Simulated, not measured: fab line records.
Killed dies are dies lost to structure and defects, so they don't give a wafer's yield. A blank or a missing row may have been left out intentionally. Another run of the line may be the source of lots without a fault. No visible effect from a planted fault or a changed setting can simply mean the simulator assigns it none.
Which of the tools did it? | flow nand harc | 11 lots (33 wafers sampled), 1 step of a 1302-step route

WHAT EACH GAUGE READ, for each wafer
NHARC_A_CHANNEL_HOLE_D2_CD_MEAS_18.
lot  | measured     | on        | cd nm (nm)
L187 | day 13 05:13 | cd sem-01 | 96.8 99.9 101.0
L189 | day 13 14:22 | cd sem-01 | 100.1 104.9 100.7
L190 | day 14 04:52 | cd sem-02 | 98.2 100.8 96.0
L198 | day 17 13:28 | cd sem-02 | 101.7 104.2 100.8
L199 | day 18 02:11 | cd sem-01 | 102.2 99.5 102.8
L200 | day 18 02:35 | cd sem-02 | 99.1 101.7 99.9
L201 | day 18 15:52 | cd sem-03 | 97.5 102.5 98.7
L203 | day 19 06:00 | cd sem-03 | 98.7 100.1 101.5
L204 | day 20 04:54 | cd sem-02 | 97.9 100.9 102.3
L207 | day 21 05:01 | cd sem-03 | 96.5 101.8 100.3
L208 | day 21 16:09 | cd sem-03 | 100.0 100.1 95.8

WHICH TOOL RAN EACH LOT (tool, then ch and the chambers of the sampled wafers, then the start)
There is no process step in the record ahead of these readings.

THE ANSWER, worked out from the rows above alone
Rule: the usual values come from the lots themselves. The widest of any qualifying gaps counts: lots, ordered by their means at a reading, are off when they make up no more than a third of the lots, leave a main group of 4 or more, and stand apart from it by 3 or more times the standard deviation of that group's means. A main group whose means are all the same, to the digits that the tables above print for the reading, isn't used. Also off: a lot with no number at a reading for which 4 or more lots have one. Where the step has rows for the other lots, those lots are counted as sound.
None of the lots is off at any reading shown; this tells nothing.

WHAT THE SIMULATOR HAD INSERTED
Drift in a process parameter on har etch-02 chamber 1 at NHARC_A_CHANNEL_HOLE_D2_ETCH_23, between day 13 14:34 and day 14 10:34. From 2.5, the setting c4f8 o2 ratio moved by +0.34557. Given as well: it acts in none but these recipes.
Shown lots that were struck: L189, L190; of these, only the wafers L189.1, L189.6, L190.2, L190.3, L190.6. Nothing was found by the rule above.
